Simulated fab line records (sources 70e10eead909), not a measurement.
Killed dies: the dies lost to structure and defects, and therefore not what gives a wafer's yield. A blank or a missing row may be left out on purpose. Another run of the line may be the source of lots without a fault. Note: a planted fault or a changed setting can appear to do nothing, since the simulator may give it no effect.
Problem report in the 8D (eight disciplines) form, filled by code ; flow nand harc ; the parts of the form that need people (team, actions taken, sign-off) are left out

## 1. THE PROBLEM
Wafers without a fault read 404, standard deviation 100; raw defect count at NHARC_A_CONTACT_INSPECT_23 reads a mean of 2351 on 5 wafers belonging to 3 lots. That is +19 standard deviations from the usual mean.
First observed at day 19 09:25: wafer L638.1, on defect inspect-02. The record has a number at this step for 37 wafers belonging to 13 lots. Rule for "out" (also "out of limits"): further than 4 standard deviations from the usual mean. The other wafers with a number count as sound.

## 2. WHAT IT IS AND WHAT IT IS NOT
question;is;is not
which readings at this step;raw defect count;-
which lots;L638, L641, L642;L630, L631, L632, L634, L637, L644, L645, L647, L650, L651
which wafers of those lots;L638.1, L638.3, L641.3, L642.1, L642.3;L641.5, L641.6
read on which gauges;defect inspect-01, defect inspect-02;-
when;from day 19 09:25;"up to then (12 sound wafers); but 20 sound wafers of L637, L641, L644, L645, L647, L650, L651 came after"

## 3. SUSPECTS, AND WHAT RULES EACH OUT
Counting: a tool at a process step up to the reading stays a suspect if it ran every lot that is out. Sound lots after the first of them don't rule it out here, since some wafers of a struck lot are sound.
- ruled out: the gauge at NHARC_A_CONTACT_INSPECT_23. The wafers that are out were read on 2 gauges (defect inspect-01, defect inspect-02).
- cmp-04 at NHARC_A_CONTACT_CMP_20 (polishes, t overpolish 30 s, target thk 300 nm): kept. It processed each lot that is out (first: L638, day 19 09:01); up to then, its last sound lot is L632 (day 17 08:18). On those wafers its own readings are out: overpolish run s, time to endpoint s.
Left after counting: cmp-04 at NHARC_A_CONTACT_CMP_20.

## 4. THE CAUSE (what the simulator had put in)
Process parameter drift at NHARC_A_CONTACT_CMP_20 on cmp-04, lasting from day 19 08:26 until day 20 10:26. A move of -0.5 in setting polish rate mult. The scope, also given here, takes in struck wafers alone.
Only this tool survived the counting.

## 5. THE EFFECT CHAIN, in route order
Rows list readings where the struck wafers' mean (over those with a number) sits beyond 3 standard deviations from the usual. Only readings for which the record gives a usual standard deviation are gone through. hours: the time from each lot's start at the first step in this table that gives one to its start at this step, as a median over the lots. sigmas: the change in usual standard deviations.
hours;step;reading;usual;on struck wafers;change;sigmas
0;NHARC_A_CONTACT_CMP_20;overpolish run s;30.000 s;0.040;-29.960;-99 or more
0;NHARC_A_CONTACT_CMP_20;time to endpoint s;59 s;118;+59;+18
0;NHARC_A_CONTACT_INSPECT_23;raw defect count;404;2351;+1947;+19
52;NHARC_END_SORT_01;killed at array;31;619;+588;+53
52;NHARC_END_SORT_01;killed dies;34;621;+587;+49
Process steps it contains:
- NHARC_A_CONTACT_CMP_20: polishes, t overpolish 30 s, target thk 300 nm.

## 6. HOW IT WOULD HAVE BEEN CAUGHT EARLIER
In this record the first reading out of limits at a measuring or inspecting step was taken at day 19 09:25, 1 hour after the fault began at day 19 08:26.
Tool's own readings at NHARC_A_CONTACT_CMP_20, overpolish run s, time to endpoint s: out on all struck wafers the step has rows for; an alarm limit on them would have tripped on the first.
Of the lots that are out (3), L641, L642 began NHARC_A_CONTACT_CMP_20 on cmp-04 after day 19 09:25. A hold on the tool at that time would have spared those 2.
